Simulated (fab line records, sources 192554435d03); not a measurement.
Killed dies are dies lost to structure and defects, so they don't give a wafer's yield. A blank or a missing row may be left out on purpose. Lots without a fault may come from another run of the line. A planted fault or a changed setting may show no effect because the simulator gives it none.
Which tool did it? | flow n5_finfet | 9 lots, 26 wafers sampled, at 6 steps of a route of 1938

WHAT THE GAUGES READ, wafer by wafer
N5_BEOL_M4_RC_MEAS_101.
lot  | measured     | on        | DIBL_N (mV/V)  | DIBL_P (mV/V)  | IOFF_N (nA/um) | IOFF_P (nA/um) | ION_N (uA/um) | ION_P (uA/um) | SS_N (mV/dec)  | SS_P (mV/dec)  | VT_N (mV)   | VT_P (mV)
L618 | day 10 06:04 | prober-01 | 41.7 34.2 40.5 | 40.4 32.3 40.5 | 0.31 0.13 0.29 | 0.35 0.19 0.34 | 707 678 703   | 476 467 475   | 73.8 70.7 72.2 | 74.9 72.7 74.8 | 241 251 241 | -242 -250 -243
L617 | day 10 11:35 | prober-02 | 37.2 40.6 39.5 | 37.7 42.3 40.8 | 0.14 0.24 0.20 | 0.20 0.28 0.25 | 667 706 685   | 462 478 465   | 71.1 72.4 72.2 | 73.0 74.4 74.3 | 253 241 248 | -253 -245 -247
L622 | day 11 10:42 | prober-02 | 35.6 36.0 32.7 | 36.7 35.2 32.9 | 0.16 0.15 0.11 | 0.20 0.17 0.16 | 667 651 653   | 461 445 454   | 71.5 72.3 70.0 | 73.4 73.0 73.2 | 247 253 254 | -250 -253 -254
L623 | day 11 12:14 | prober-01 | 36.6 36.9      | 35.0 35.7      | 0.16 0.18      | 0.21 0.22      | 691 697       | 467 473       | 71.0 71.7      | 73.7 73.7      | 253 249     | -253 -250
L621 | day 11 17:02 | prober-02 | 35.0 42.0 34.9 | 34.2 43.0 33.9 | 0.13 0.28 0.13 | 0.15 0.29 0.16 | 644 704 676   | 440 470 457   | 71.1 73.0 71.1 | 72.1 74.2 73.0 | 253 241 249 | -258 -251 -253
L624 | day 12 06:16 | prober-01 | 37.4 37.1 35.6 | 37.5 36.5 34.6 | 0.16 0.14 0.12 | 0.22 0.21 0.18 | 680 658 665   | 464 465 464   | 71.7 72.3 71.1 | 73.9 73.2 72.7 | 251 254 255 | -249 -248 -251
L626 | day 13 12:01 | prober-02 | 37.6 33.3 38.7 | 39.6 33.2 41.4 | 0.18 0.12 0.20 | 0.24 0.15 0.28 | 667 664 664   | 456 453 460   | 72.1 70.7 72.3 | 74.0 72.2 74.4 | 250 253 247 | -249 -255 -250
L634 | day 14 19:44 | prober-01 | 37.5 36.8 38.7 | 38.9 37.7 40.5 | 0.19 0.17 0.22 | 0.24 0.23 0.26 | 684 680 683   | 467 472 461   | 71.8 72.5 72.5 | 73.3 73.1 73.6 | 248 249 247 | -251 -248 -246
L637 | day 15 13:25 | prober-01 | 34.9 37.3 35.3 | 36.2 38.6 35.4 | 0.12 0.16 0.13 | 0.17 0.21 0.16 | 664 671 666   | 459 469 453   | 71.3 71.8 71.5 | 73.3 74.0 72.8 | 257 252 255 | -256 -251 -258

N5_BEOL_M7_THK_MEAS_53: measures by xrf.
lot  | measured     | on            | M7_THK (nm)
L618 | day 11 14:29 | film_metro-01 | 82.9 77.2 80.8
L617 | day 11 21:47 | film_metro-02 | 76.9 78.1 80.5
L622 | day 12 16:37 | film_metro-02 | 74.1 74.8 76.9
L623 | day 12 16:14 | film_metro-02 | 83.7 73.2
L621 | day 13 04:43 | film_metro-02 | 76.5 77.8 81.2
L624 | day 13 11:47 | film_metro-02 | 77.8 76.0 201.6
L626 | day 14 21:23 | film_metro-02 | 75.6 185.1 76.7
L634 | day 16 05:34 | film_metro-01 | 80.0 80.6 79.8
L637 | day 17 00:33 | film_metro-01 | 80.6 75.0 80.8

N5_BEOL_M7_INSPECT_58: inspects for defects (darkfield).
lot  | measured     | on                | raw_defect_count
L618 | day 11 14:38 | defect_inspect-01 | 89 105 32
L617 | day 11 21:57 | defect_inspect-02 | 63 63 78
L622 | day 12 16:46 | defect_inspect-01 | 61 58 80
L623 | day 12 16:24 | defect_inspect-01 | 55 45
L621 | day 13 04:53 | defect_inspect-01 | 87 41 64
L624 | day 13 11:56 | defect_inspect-01 | 44 88 1180
L626 | day 14 21:36 | defect_inspect-02 | 92 1216 77
L634 | day 16 05:43 | defect_inspect-02 | 76 120 57
L637 | day 17 00:43 | defect_inspect-01 | 68 48 43

WHICH TOOL RAN EACH LOT (tool, then ch and the chambers of the sampled wafers, then the start)
lot  | N5_BEOL_M7_CURE_75            | N5_BEOL_M7_SPUTTER_48        | N5_BEOL_M7_CMP_52
L618 | uv_cure-03 ch 1, day 11 11:27 | pvd_sputter-02, day 11 13:41 | cmp-04 ch 1,2,3, day 11 14:11
L617 | uv_cure-02 ch 2, day 11 18:23 | pvd_sputter-02, day 11 20:59 | cmp-04 ch 0,1,2, day 11 21:34
L622 | uv_cure-03 ch 0, day 12 13:13 | pvd_sputter-01, day 12 15:48 | cmp-02 ch 0,2,3, day 12 16:19
L623 | uv_cure-03 ch 0, day 12 12:55 | pvd_sputter-01, day 12 15:20 | cmp-02 ch 1,3, day 12 16:04
L621 | uv_cure-03 ch 2, day 13 01:30 | pvd_sputter-01, day 13 03:53 | cmp-03 ch 1,2,3, day 13 04:26
L624 | uv_cure-02 ch 1, day 13 08:09 | pvd_sputter-02, day 13 10:56 | cmp-02 ch 0,1,2, day 13 11:32
L626 | uv_cure-02 ch 0, day 14 18:55 | pvd_sputter-01, day 14 20:21 | cmp-02 ch 1,2, day 14 21:06
L634 | uv_cure-03 ch 1, day 16 02:43 | pvd_sputter-03, day 16 03:57 | cmp-04 ch 0,1, day 16 05:18
L637 | uv_cure-02 ch 2, day 16 17:56 | pvd_sputter-03, day 16 23:45 | cmp-03 ch 1,2, day 17 00:16
- N5_BEOL_M7_CURE_75: cures SiCOH lowk, time 120 s.
- N5_BEOL_M7_SPUTTER_48: material Cu, target thk 10 nm, time 1.667 s.
- N5_BEOL_M7_CMP_52: polishes, stops on SiCOH lowk, t overpolish 6.9 s, target thk 80 nm.

WHAT THE TOOLS THEMSELVES READ (means of the sampled wafers that have a number; where no wafer has one, the mark that the record gives instead)
N5_BEOL_M7_CURE_75.
lot  | tool       | lamp_power_pct (%) | wafer_temp_C_max
L618 | uv_cure-03 | 52.29              | 371.4
L617 | uv_cure-02 | 52.28              | 371.5
L622 | uv_cure-03 | 52.31              | 371.1
L623 | uv_cure-03 | 52.27              | 371.0
L621 | uv_cure-03 | 52.29              | 371.1
L624 | uv_cure-02 | 52.32              | 370.9
L626 | uv_cure-02 | 52.26              | 372.5
L634 | uv_cure-03 | 52.31              | 371.7
L637 | uv_cure-02 | 52.33              | 371.6

N5_BEOL_M7_SPUTTER_48.
lot  | tool           | throttle_valve_pct (%)
L618 | pvd_sputter-02 | 29.3
L617 | pvd_sputter-02 | 30.1
L622 | pvd_sputter-01 | 28.6
L623 | pvd_sputter-01 | 29.5
L621 | pvd_sputter-01 | 29.3
L624 | pvd_sputter-02 | 30.2
L626 | pvd_sputter-01 | 30.0
L634 | pvd_sputter-03 | 30.0
L637 | pvd_sputter-03 | 30.7

N5_BEOL_M7_CMP_52.
lot  | tool   | barrier_field_endpoint_s (s) | motor_current_A (A) | overpolish_run_s (s) | time_to_endpoint_s (s)
L618 | cmp-04 | 29.2                         | 6.3                 | 6.906                | 64
L617 | cmp-04 | 29.6                         | 6.1                 | 6.897                | 65
L622 | cmp-02 | 28.3                         | 6.3                 | 6.891                | 58
L623 | cmp-02 | 28.9                         | 6.2                 | 6.900                | 60
L621 | cmp-03 | 28.5                         | 6.2                 | 6.903                | 62
L624 | cmp-02 | 35.1                         | 6.3                 | 4.624                | 68
L626 | cmp-02 | 34.8                         | 5.6                 | 4.619                | 67
L634 | cmp-04 | 28.8                         | 6.6                 | 6.897                | 63
L637 | cmp-03 | 29.0                         | 6.2                 | 6.898                | 62

THE ANSWER, worked out from the rows above alone
Rule: what is usual is taken from the lots themselves. Put in order of their means at a reading, lots are off if they are a third of the lots or fewer, leave a main group of 4 or more, and stand apart from it by a gap of 3 or more times the standard deviation of the main group's means; of several such gaps the widest counts. A main group whose means are all the same, to the digits that the tables above print for the reading, isn't used. A lot without any number at a reading at which 4 lots or more have one is off too. The other lots that the step has rows for count as sound. The gauges are gone through in route order, then the tools' own readings, and for those a lot's mean is taken as printed above. The first step at which some lot is off is used, and at that step the reading that is off furthest; a lot without a number counts as furthest.
Off: L624, L626, at N5_BEOL_M7_THK_MEAS_53 (M7_THK). The main group: mean 78.6 nm, standard deviation 1.5.
A tool fits if, at a process step before that reading, it ran every lot that is off, and no sound lot after the first of them. The gauges at N5_BEOL_M7_THK_MEAS_53 aren't tried: what is off there is off at N5_BEOL_M7_INSPECT_58 too, on other tools, and a gauge's error can't cause that. One fits: cmp-02 at N5_BEOL_M7_CMP_52. Its last sound lot is L622 (day 12 16:19), its first lot that is off L624 (day 13 11:32): a fault that began between those two fits.
The tool's own readings at N5_BEOL_M7_CMP_52 bear it out: on the lots that are off they differ by more than 5 times the standard deviation of the sound lots' means. barrier_field_endpoint_s reads 35.0 s there against 28.9 s on the sound lots; overpolish_run_s reads 4.621 s there against 6.899 s on the sound lots.

WHAT THE SIMULATOR HAD PUT IN
Process parameter drift: cmp-02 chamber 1, from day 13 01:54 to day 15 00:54, at N5_BEOL_M7_CMP_52. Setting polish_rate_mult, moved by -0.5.
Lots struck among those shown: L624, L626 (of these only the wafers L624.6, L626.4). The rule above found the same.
